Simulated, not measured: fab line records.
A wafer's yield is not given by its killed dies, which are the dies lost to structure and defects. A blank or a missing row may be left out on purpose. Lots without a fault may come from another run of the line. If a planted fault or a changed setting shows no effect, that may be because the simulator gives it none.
Chamber matching -- flow n5_finfet -- 4 sister chambers for N5_BEOL_M10_STRIP_67 on rie_diel-02
The step strips in CF4. 14 wafers are shown with their chamber, then 7 later ones without.

WAFERS PAIRED WITH THEIR CHAMBERS
wafer,chamber,drypump_motor_current_A (A),showerhead_plenum_p_Torr (Torr),throttle_valve_pct (%)
L075.2,0,6.0,1.80,13.33
L075.4,2,6.2,1.80,13.14
L075.6,2,6.2,1.80,13.15
L078.1,2,6.2,1.80,13.13
L078.2,3,5.5,1.83,13.13
L078.5,3,5.5,1.83,13.12
L082.3,0,6.0,1.80,13.37
L082.4,1,5.5,1.85,14.12
L082.6,1,5.5,1.85,14.13
L089.1,2,6.2,1.79,13.23
L089.2,3,5.6,1.82,13.22
L089.6,3,5.5,1.82,13.18
L092.2,1,5.5,1.85,13.60
L092.3,3,5.5,1.82,13.19

SIGNATURES, as means of the wafers listed above
reading,chamber 0,chamber 1,chamber 2,chamber 3,scatter within a chamber
drypump_motor_current_A,6.000,5.500,6.200,5.520,0.0283
showerhead_plenum_p_Torr,1.8000,1.8500,1.7975,1.8240,0.00442
throttle_valve_pct,13.3500,13.9500,13.1625,13.1680,0.141
Rule: distance of a wafer from a chamber = root of the sum over the readings of ((wafer's reading minus chamber's mean) / reading's scatter) squared. The wafer belongs to the nearest chamber; if the next one is less than 2 further off, it can't be placed. The scatter: the root of (the sum of the squares of (reading less its chamber's mean) over the shown wafers, divided by (wafers less chambers)).

WAFERS MISSING THEIR CHAMBER
wafer,drypump_motor_current_A (A),showerhead_plenum_p_Torr (Torr),throttle_valve_pct (%)
L092.6,5.5,1.84,13.60
L093.2,5.5,1.84,13.63
L093.5,6.1,1.79,13.23
L093.6,5.5,1.84,13.63
L094.2,5.5,1.84,13.63
L094.3,6.2,1.79,13.24
L094.4,5.5,1.84,13.64

WHICH CHAMBER EACH WENT THROUGH
wafer,from the rows above,in truth
L092.6,can't be placed: 1 or 3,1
L093.2,can't be placed: 1 or 3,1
L093.5,can't be placed: 2 or 0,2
L093.6,can't be placed: 1 or 3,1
L094.2,can't be placed: 1 or 3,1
L094.3,2,2
L094.4,can't be placed: 1 or 3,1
Correct placement for 1 of the 7. Can't be placed from these rows: 6 (the true chamber is among the candidates in 6). Placed wrongly: 0.
